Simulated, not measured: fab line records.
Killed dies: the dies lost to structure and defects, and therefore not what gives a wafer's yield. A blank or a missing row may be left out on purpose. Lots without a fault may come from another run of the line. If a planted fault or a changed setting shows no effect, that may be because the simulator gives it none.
Which tool is to blame? / flow nandHarc / Sampling: 14 lots, 42 wafers, 4 of 1302 route steps

## WHAT EACH GAUGE READ, for each wafer
No reading from a measuring or inspecting step in the record can be judged against a usual standard deviation.

## WHICH TOOL RAN EACH LOT (tool, then ch and the chambers of the sampled wafers, then the start)
lot=L569; NHARC_A_STAIRCASE_ETCH_230=rieDiel-11 ch 0,1, day 16 14:30 or earlier; NHARC_A_STAIRCASE_ETCH_234=rieDiel-11 ch 1,2,3, day 16 14:30 or earlier; NHARC_A_STAIRCASE_PEB_287=lithoTrack-07 ch 0, day 16 14:30; NHARC_A_STAIRCASE_HM_OPEN_460=rieDiel-02 ch 0,2,3, no start
lot=L570; NHARC_A_STAIRCASE_ETCH_230=rieDiel-04 ch 1,2,3, day 17 13:01 or earlier; NHARC_A_STAIRCASE_ETCH_234=rieDiel-04 ch 0,1,3, day 17 13:01 or earlier; NHARC_A_STAIRCASE_PEB_287=lithoTrack-03 ch 0, day 17 13:01; NHARC_A_STAIRCASE_HM_OPEN_460=rieDiel-11 ch 1,2,3, no start
lot=L571; NHARC_A_STAIRCASE_ETCH_230=rieDiel-02 ch 0,3, day 17 15:40 or earlier; NHARC_A_STAIRCASE_ETCH_234=rieDiel-02 ch 1,2, day 17 15:40 or earlier; NHARC_A_STAIRCASE_PEB_287=lithoTrack-02 ch 0, day 17 15:40; NHARC_A_STAIRCASE_HM_OPEN_460=rieDiel-04 ch 1,2, no start
lot=L573; NHARC_A_STAIRCASE_ETCH_230=rieDiel-04 ch 0,1,2, day 18 10:31 or earlier; NHARC_A_STAIRCASE_ETCH_234=rieDiel-04 ch 0,1, day 18 10:31 or earlier; NHARC_A_STAIRCASE_PEB_287=lithoTrack-03 ch 0, day 18 10:31; NHARC_A_STAIRCASE_HM_OPEN_460=rieDiel-02 ch 0,1, no start
lot=L576; NHARC_A_STAIRCASE_ETCH_230=rieDiel-04 ch 0,3, day 19 10:58 or earlier; NHARC_A_STAIRCASE_ETCH_234=rieDiel-04 ch 1,2,3, day 19 10:58 or earlier; NHARC_A_STAIRCASE_PEB_287=lithoTrack-02, day 19 10:58; NHARC_A_STAIRCASE_HM_OPEN_460=rieDiel-04 ch 1,3, no start
lot=L577; NHARC_A_STAIRCASE_ETCH_230=rieDiel-02 ch 0,1,2, day 19 23:31 or earlier; NHARC_A_STAIRCASE_ETCH_234=rieDiel-02 ch 0,2, day 19 23:31 or earlier; NHARC_A_STAIRCASE_PEB_287=lithoTrack-02, day 19 23:31; NHARC_A_STAIRCASE_HM_OPEN_460=rieDiel-11 ch 0,1,2, no start
lot=L582; NHARC_A_STAIRCASE_ETCH_230=rieDiel-04 ch 1,2, day 21 21:12 or earlier; NHARC_A_STAIRCASE_ETCH_234=rieDiel-04 ch 0,2,3, day 21 21:12 or earlier; NHARC_A_STAIRCASE_PEB_287=lithoTrack-07 ch 0, day 21 21:12; NHARC_A_STAIRCASE_HM_OPEN_460=rieDiel-04 ch 1,2, no start
lot=L583; NHARC_A_STAIRCASE_ETCH_230=rieDiel-11 ch 0,1,2, day 22 18:05 or earlier; NHARC_A_STAIRCASE_ETCH_234=rieDiel-11 ch 1,2,3, day 22 18:05 or earlier; NHARC_A_STAIRCASE_PEB_287=lithoTrack-02 ch 0, day 22 18:05; NHARC_A_STAIRCASE_HM_OPEN_460=rieDiel-04 ch 0,1,2, no start
lot=L584; NHARC_A_STAIRCASE_ETCH_230=rieDiel-04 ch 1,2,3, day 22 17:36 or earlier; NHARC_A_STAIRCASE_ETCH_234=rieDiel-04 ch 0,1,3, day 22 17:36 or earlier; NHARC_A_STAIRCASE_PEB_287=lithoTrack-02 ch 0, day 22 17:36; NHARC_A_STAIRCASE_HM_OPEN_460=rieDiel-02 ch 0,1,3, no start
lot=L585; NHARC_A_STAIRCASE_ETCH_230=rieDiel-02 ch 1,2, day 23 08:04 or earlier; NHARC_A_STAIRCASE_ETCH_234=rieDiel-02 ch 0,1,2, day 23 08:04 or earlier; NHARC_A_STAIRCASE_PEB_287=lithoTrack-07 ch 0, day 23 08:04; NHARC_A_STAIRCASE_HM_OPEN_460=rieDiel-11 ch 2,3, no start
lot=L586; NHARC_A_STAIRCASE_ETCH_230=rieDiel-11 ch 0,1,3, day 23 10:28 or earlier; NHARC_A_STAIRCASE_ETCH_234=rieDiel-11 ch 0,1,3, day 23 10:28 or earlier; NHARC_A_STAIRCASE_PEB_287=lithoTrack-03 ch 0, day 23 10:28; NHARC_A_STAIRCASE_HM_OPEN_460=rieDiel-11 ch 1,2,3, no start
lot=L588; NHARC_A_STAIRCASE_ETCH_230=rieDiel-11 ch 1,2, day 24 12:13 or earlier; NHARC_A_STAIRCASE_ETCH_234=rieDiel-11 ch 1,2, day 24 12:13 or earlier; NHARC_A_STAIRCASE_PEB_287=lithoTrack-03 ch 0, day 24 12:13; NHARC_A_STAIRCASE_HM_OPEN_460=rieDiel-02 ch 2,3, no start
lot=L589; NHARC_A_STAIRCASE_ETCH_230=rieDiel-04 ch 2,3, day 25 17:56 or earlier; NHARC_A_STAIRCASE_ETCH_234=rieDiel-04 ch 0,1,2, day 25 17:56 or earlier; NHARC_A_STAIRCASE_PEB_287=lithoTrack-07 ch 0, day 25 17:56; NHARC_A_STAIRCASE_HM_OPEN_460=rieDiel-04 ch 2,3, no start
lot=L592; NHARC_A_STAIRCASE_ETCH_230=rieDiel-02 ch 0,2,3, day 26 15:59 or earlier; NHARC_A_STAIRCASE_ETCH_234=rieDiel-02 ch 1,2, day 26 15:59 or earlier; NHARC_A_STAIRCASE_PEB_287=lithoTrack-03 ch 0, day 26 15:59; NHARC_A_STAIRCASE_HM_OPEN_460=rieDiel-02 ch 0,3, no start
- NHARC_A_STAIRCASE_ETCH_230: etches the open film in C4F8/O2, target depth 100 nm, time 40.5 s.
- NHARC_A_STAIRCASE_ETCH_234: etches the open film in C4F8/O2, target depth 100 nm, time 40.5 s.
- NHARC_A_STAIRCASE_PEB_287: peb time 130 s.
- NHARC_A_STAIRCASE_HM_OPEN_460: chemistry O2/COS.

## WHAT THE TOOLS THEMSELVES READ (means of the sampled wafers that have a number; where no wafer has one, the mark that the record gives instead)
NHARC_A_STAIRCASE_ETCH_230. Usual: oesProductAu 0.952 a.u., standard deviation 0.016; rfVppV 896 V, standard deviation 5.5.
lot=L569; tool=rieDiel-11; oesProductAu (a.u.)=0.984; rfVppV (V)=891; flag=
lot=L570; tool=rieDiel-04; oesProductAu (a.u.)=0.947; rfVppV (V)=898; flag=
lot=L571; tool=rieDiel-02; oesProductAu (a.u.)=0.941; rfVppV (V)=894; flag=
lot=L573; tool=rieDiel-04; oesProductAu (a.u.)=0.927; rfVppV (V)=900; flag=
lot=L576; tool=rieDiel-04; oesProductAu (a.u.)=0.948; rfVppV (V)=895; flag=
lot=L577; tool=rieDiel-02; oesProductAu (a.u.)=0.966; rfVppV (V)=895; flag=
lot=L582; tool=rieDiel-04; oesProductAu (a.u.)=0.972; rfVppV (V)=899; flag=
lot=L583; tool=rieDiel-11; oesProductAu (a.u.)=0.964; rfVppV (V)=895; flag=
lot=L584; tool=rieDiel-04; oesProductAu (a.u.)=0.941; rfVppV (V)=897; flag=
lot=L585; tool=rieDiel-02; oesProductAu (a.u.)=0.946; rfVppV (V)=899; flag=
lot=L586; tool=rieDiel-11; oesProductAu (a.u.)=0.936; rfVppV (V)=893; flag=
lot=L588; tool=rieDiel-11; oesProductAu (a.u.)=0.943; rfVppV (V)=900; flag=
lot=L589; tool=rieDiel-04; oesProductAu (a.u.)=0.952; rfVppV (V)=896; flag=
lot=L592; tool=rieDiel-02; oesProductAu (a.u.)=0.947; rfVppV (V)=892; flag=

NHARC_A_STAIRCASE_ETCH_234. Usual: oesProductAu 0.947 a.u., standard deviation 0.011; rfVppV 896 V, standard deviation 5.4.
lot=L569; tool=rieDiel-11; oesProductAu (a.u.)=0.946; rfVppV (V)=893; flag=
lot=L570; tool=rieDiel-04; oesProductAu (a.u.)=0.943; rfVppV (V)=898; flag=
lot=L571; tool=rieDiel-02; oesProductAu (a.u.)=0.949; rfVppV (V)=897; flag=
lot=L573; tool=rieDiel-04; oesProductAu (a.u.)=0.935; rfVppV (V)=900; flag=
lot=L576; tool=rieDiel-04; oesProductAu (a.u.)=0.936; rfVppV (V)=897; flag=
lot=L577; tool=rieDiel-02; oesProductAu (a.u.)=0.946; rfVppV (V)=889; flag=
lot=L582; tool=rieDiel-04; oesProductAu (a.u.)=0.923; rfVppV (V)=897; flag=
lot=L583; tool=rieDiel-11; oesProductAu (a.u.)=0.951; rfVppV (V)=899; flag=
lot=L584; tool=rieDiel-04; oesProductAu (a.u.)=0.948; rfVppV (V)=896; flag=
lot=L585; tool=rieDiel-02; oesProductAu (a.u.)=0.947; rfVppV (V)=894; flag=
lot=L586; tool=rieDiel-11; oesProductAu (a.u.)=0.947; rfVppV (V)=892; flag=
lot=L588; tool=rieDiel-11; oesProductAu (a.u.)=0.959; rfVppV (V)=896; flag=
lot=L589; tool=rieDiel-04; oesProductAu (a.u.)=0.952; rfVppV (V)=898; flag=
lot=L592; tool=rieDiel-02; oesProductAu (a.u.)=0.945; rfVppV (V)=899; flag=

NHARC_A_STAIRCASE_PEB_287. Usual: chillPlateTempC 22.99 C, standard deviation 0.094; exhaustPa 45.0 Pa, standard deviation 0.83.
lot=L569; tool=lithoTrack-07; chillPlateTempC (C)=23.05; exhaustPa (Pa)=45.2; flag=
lot=L570; tool=lithoTrack-03; chillPlateTempC (C)=23.06; exhaustPa (Pa)=45.3; flag=
lot=L571; tool=lithoTrack-02; chillPlateTempC (C)=22.91; exhaustPa (Pa)=44.6; flag=
lot=L573; tool=lithoTrack-03; chillPlateTempC (C)=22.91; exhaustPa (Pa)=45.6; flag=
lot=L576; tool=lithoTrack-02; chillPlateTempC (C)=-; exhaustPa (Pa)=-; flag=OFF
lot=L577; tool=lithoTrack-02; chillPlateTempC (C)=-; exhaustPa (Pa)=-; flag=OFF
lot=L582; tool=lithoTrack-07; chillPlateTempC (C)=22.92; exhaustPa (Pa)=45.0; flag=
lot=L583; tool=lithoTrack-02; chillPlateTempC (C)=22.95; exhaustPa (Pa)=44.5; flag=
lot=L584; tool=lithoTrack-02; chillPlateTempC (C)=22.95; exhaustPa (Pa)=44.9; flag=
lot=L585; tool=lithoTrack-07; chillPlateTempC (C)=22.99; exhaustPa (Pa)=45.1; flag=
lot=L586; tool=lithoTrack-03; chillPlateTempC (C)=22.94; exhaustPa (Pa)=43.9; flag=
lot=L588; tool=lithoTrack-03; chillPlateTempC (C)=22.99; exhaustPa (Pa)=46.5; flag=
lot=L589; tool=lithoTrack-07; chillPlateTempC (C)=22.93; exhaustPa (Pa)=45.3; flag=
lot=L592; tool=lithoTrack-03; chillPlateTempC (C)=23.17; exhaustPa (Pa)=44.0; flag=

NHARC_A_STAIRCASE_HM_OPEN_460. Usual: drypumpMotorCurrentA 5.6 A, standard deviation 0.3; oesProductAu 1.001 a.u., standard deviation 0.0069; rfVppV 467 V, standard deviation 3.1; showerheadPlenumPTorr 3.12 Torr, standard deviation 0.14; throttleValvePct 28.330 %, standard deviation 0.0092.
lot=L569; tool=rieDiel-02; drypumpMotorCurrentA (A)=5.6; oesProductAu (a.u.)=1.002; rfVppV (V)=465; showerheadPlenumPTorr (Torr)=3.05; throttleValvePct (%)=28.328; flag=
lot=L570; tool=rieDiel-11; drypumpMotorCurrentA (A)=5.8; oesProductAu (a.u.)=1.000; rfVppV (V)=466; showerheadPlenumPTorr (Torr)=3.05; throttleValvePct (%)=28.319; flag=
lot=L571; tool=rieDiel-04; drypumpMotorCurrentA (A)=5.8; oesProductAu (a.u.)=0.992; rfVppV (V)=468; showerheadPlenumPTorr (Torr)=3.20; throttleValvePct (%)=28.332; flag=
lot=L573; tool=rieDiel-02; drypumpMotorCurrentA (A)=5.7; oesProductAu (a.u.)=0.995; rfVppV (V)=469; showerheadPlenumPTorr (Torr)=3.19; throttleValvePct (%)=28.340; flag=
lot=L576; tool=rieDiel-04; drypumpMotorCurrentA (A)=5.2; oesProductAu (a.u.)=0.994; rfVppV (V)=466; showerheadPlenumPTorr (Torr)=3.11; throttleValvePct (%)=28.337; flag=
lot=L577; tool=rieDiel-11; drypumpMotorCurrentA (A)=5.6; oesProductAu (a.u.)=1.001; rfVppV (V)=467; showerheadPlenumPTorr (Torr)=3.10; throttleValvePct (%)=28.325; flag=
lot=L582; tool=rieDiel-04; drypumpMotorCurrentA (A)=5.9; oesProductAu (a.u.)=1.001; rfVppV (V)=469; showerheadPlenumPTorr (Torr)=3.18; throttleValvePct (%)=28.334; flag=
lot=L583; tool=rieDiel-04; drypumpMotorCurrentA (A)=5.8; oesProductAu (a.u.)=0.996; rfVppV (V)=468; showerheadPlenumPTorr (Torr)=3.19; throttleValvePct (%)=28.335; flag=
lot=L584; tool=rieDiel-02; drypumpMotorCurrentA (A)=5.6; oesProductAu (a.u.)=0.996; rfVppV (V)=468; showerheadPlenumPTorr (Torr)=3.13; throttleValvePct (%)=28.327; flag=
lot=L585; tool=rieDiel-11; drypumpMotorCurrentA (A)=5.7; oesProductAu (a.u.)=1.008; rfVppV (V)=470; showerheadPlenumPTorr (Torr)=3.27; throttleValvePct (%)=28.324; flag=
lot=L586; tool=rieDiel-11; drypumpMotorCurrentA (A)=5.8; oesProductAu (a.u.)=1.009; rfVppV (V)=469; showerheadPlenumPTorr (Torr)=3.19; throttleValvePct (%)=28.328; flag=
lot=L588; tool=rieDiel-02; drypumpMotorCurrentA (A)=5.7; oesProductAu (a.u.)=1.000; rfVppV (V)=467; showerheadPlenumPTorr (Torr)=3.06; throttleValvePct (%)=28.331; flag=
lot=L589; tool=rieDiel-04; drypumpMotorCurrentA (A)=5.3; oesProductAu (a.u.)=1.008; rfVppV (V)=466; showerheadPlenumPTorr (Torr)=3.08; throttleValvePct (%)=28.317; flag=
lot=L592; tool=rieDiel-02; drypumpMotorCurrentA (A)=5.4; oesProductAu (a.u.)=1.004; rfVppV (V)=466; showerheadPlenumPTorr (Torr)=3.07; throttleValvePct (%)=28.330; flag=

## THE ANSWER, worked out from the rows above alone
Rule: a lot counts as off when the mean over its wafers that have a number is more than 3 standard deviations away from the usual mean. Also off: a lot with no number at a reading for which 4 or more lots have one. Any other lot the step has rows for is counted as sound. The gauges are gone through in route order, then the tools' own readings, and for those a lot's mean is taken as printed above. At the first step where some lot is off, the reading lying furthest off is the one used; lots without a number count as furthest.
Off, at NHARC_A_STAIRCASE_PEB_287 on chillPlateTempC: L576, L577. Without a number there: L576, L577.
A tool fits if, at that step or a process step before it, it ran every lot that is off, and no sound lot after the first of them. With no start given for some of its lots, NHARC_A_STAIRCASE_ETCH_230 uses the hours and lot order of NHARC_A_STAIRCASE_PEB_287. With no start given for some of its lots, NHARC_A_STAIRCASE_ETCH_234 uses the hours and lot order of NHARC_A_STAIRCASE_PEB_287. None of those tried fits.

## WHAT WAS PUT IN BY THE SIMULATOR
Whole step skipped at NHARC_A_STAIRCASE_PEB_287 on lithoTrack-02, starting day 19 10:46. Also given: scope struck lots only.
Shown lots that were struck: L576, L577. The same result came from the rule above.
